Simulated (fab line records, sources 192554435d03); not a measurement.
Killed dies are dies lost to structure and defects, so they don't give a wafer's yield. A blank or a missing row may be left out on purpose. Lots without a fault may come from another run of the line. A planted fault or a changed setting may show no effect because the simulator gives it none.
Chamber matching | flow n5_finfet | N5_BEOL_M0_SAQP_SPACER1_ALD_98 on ald_sin-03: 4 sister chambers
The step deposits SiO2, target thk 12.8 nm, pulse time 1 s, purge time 2 s. 18 wafers are shown with their chamber, then 9 later ones without.

WAFERS WITH THEIR CHAMBER
wafer  | chamber | heater_power_w (W) | precursor_pulse_height_rel
L077.2 | 1       | 519                | 0.992
L077.5 | 0       | 413                | 1.005
L077.6 | 1       | 523                | 1.000
L078.1 | 2       | 351                | 0.985
L078.3 | 1       | 525                | 1.022
L078.5 | 1       | 512                | 1.018
L080.1 | 0       | 404                | 1.000
L080.3 | 1       | 517                | 1.000
L080.4 | 0       | 409                | 1.025
L085.1 | 2       | 353                | 1.003
L085.4 | 1       | 515                | 0.989
L085.5 | 3       | 509                | 0.990
L086.1 | 3       | 513                | 0.992
L086.2 | 1       | 522                | 0.996
L086.5 | 1       | 519                | 0.974
L087.3 | 0       | 428                | 1.042
L087.4 | 0       | 418                | 1.020
L087.6 | 2       | 354                | 1.015

SIGNATURES (means of the wafers above)
reading                    | chamber 0 | chamber 1 | chamber 2 | chamber 3 | scatter within a chamber
heater_power_w             | 414.40    | 519.00    | 352.67    | 511.00    | 5.85
precursor_pulse_height_rel | 1.01840   | 0.99887   | 1.00100   | 0.99100   | 0.0152
Rule: a wafer's distance from a chamber is the root of the sum, over the readings, of the square of ((its reading less the chamber's mean) divided by the reading's scatter). The wafer belongs to the nearest chamber; if the next one is less than 2 further off, it can't be placed. The scatter: the root of (the sum of the squares of (reading less its chamber's mean) over the shown wafers, divided by (wafers less chambers)).

WAFERS WITHOUT THEIR CHAMBER
wafer  | heater_power_w (W) | precursor_pulse_height_rel
L089.1 | 532                | 1.004
L089.2 | 504                | 1.032
L089.4 | 430                | 0.984
L091.1 | 359                | 0.989
L091.3 | 505                | 0.999
L091.4 | 525                | 1.016
L094.1 | 521                | 0.989
L094.4 | 419                | 0.974
L094.6 | 419                | 1.016

WHICH CHAMBER EACH WENT THROUGH
wafer  | from the rows above     | in truth
L089.1 | can't be placed: 1 or 3 | 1
L089.2 | can't be placed: 3 or 1 | 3
L089.4 | 0                       | 0
L091.1 | 2                       | 2
L091.3 | can't be placed: 3 or 1 | 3
L091.4 | can't be placed: 1 or 3 | 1
L094.1 | can't be placed: 1 or 3 | 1
L094.4 | 0                       | 0
L094.6 | 0                       | 0
Placed correctly: 4 of 9. Can't be placed from these rows: 5 (the true chamber is among the candidates in 5). Placed wrongly: 0.
